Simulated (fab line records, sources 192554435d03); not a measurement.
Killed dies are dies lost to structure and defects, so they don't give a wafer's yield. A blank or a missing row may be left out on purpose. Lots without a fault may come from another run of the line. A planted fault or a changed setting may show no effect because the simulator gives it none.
Problem report in the 8D (eight disciplines) form, filled by code | flow n5_finfet | the parts of the form that need people (team, actions taken, sign-off) are left out

1. THE PROBLEM
susceptor_temp_C at N5_BEOL_M14_ILD_DEP_00 reads a mean of 402.90 C on 2 wafers of 2 lots; wafers without a fault read 399.99 C with a standard deviation of 0.21. That is +14 standard deviations from the usual mean.
The step: deposits SiO2 from TEOS/O2, target thk 1119.3 nm, time 237.4 s.
First seen on wafer L354.2, day 15 16:32, on pecvd-01. The record holds 12 wafers of 4 lots with a number at this step. Rule for "out", or "out of limits": more than 4 standard deviations from the usual mean. The other wafers with a number count as sound.

2. WHAT IT IS AND WHAT IT IS NOT
question                    | is                | is not
which readings at this step | susceptor_temp_C  | heater_power_outer_w, heater_power_w, showerhead_plenum_p_Torr, throttle_valve_pct
which lots                  | L353, L354        | L341, L357
which wafers of those lots  | L353.3, L354.2    | L353.1, L353.6, L354.1, L354.6
read on which tools         | pecvd-01          | pecvd-04
when                        | from day 15 16:32 | up to then (5 sound wafers); but 5 sound wafers of L353, L357 came after

3. SUSPECTS, AND WHAT RULES EACH OUT
Counting: a tool at a process step up to the reading stays a suspect if it ran every lot that is out. Sound lots after the first of them don't rule it out here, since some wafers of a struck lot are sound.
- pecvd-01 at N5_BEOL_M14_ILD_DEP_00 (deposits SiO2 from TEOS/O2, target thk 1119.3 nm, time 237.4 s): kept. It ran every lot that is out, first L354 (day 15 16:32); its last sound lot up to then is L341 (day 13 03:29). Its own readings are out on those wafers: susceptor_temp_C.
- Within pecvd-01 at N5_BEOL_M14_ILD_DEP_00: the wafers that are out ran in chamber 1; their sound lot-mates ran in chambers 0, 2.
Left after counting: pecvd-01 at N5_BEOL_M14_ILD_DEP_00.

4. THE CAUSE (what the simulator had put in)
Process parameter drift: pecvd-01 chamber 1, from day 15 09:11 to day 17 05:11, at N5_BEOL_M14_ILD_DEP_00. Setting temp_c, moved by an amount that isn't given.
Counting left only this tool.

5. THE CHAIN OF EFFECTS, in route order
Each row: a reading whose mean over the struck wafers that have a number lies more than 3 standard deviations from the usual. Only readings for which the record gives a usual standard deviation are gone through. hours: the time from each lot's start at the first step in this table that gives one to its start at this step, as a median over the lots. sigmas: the change in usual standard deviations.
hours | step                   | reading          | usual    | on struck wafers | change | sigmas
0     | N5_BEOL_M14_ILD_DEP_00 | susceptor_temp_C | 399.99 C | 402.90           | +2.91  | +14
The process steps in it:
- N5_BEOL_M14_ILD_DEP_00: deposits SiO2 from TEOS/O2, target thk 1119.3 nm, time 237.4 s.

6. WHAT WOULD HAVE CAUGHT IT SOONER
In this record the first reading out of limits was taken at day 15 16:32, 7 hours after the fault began at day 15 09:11.
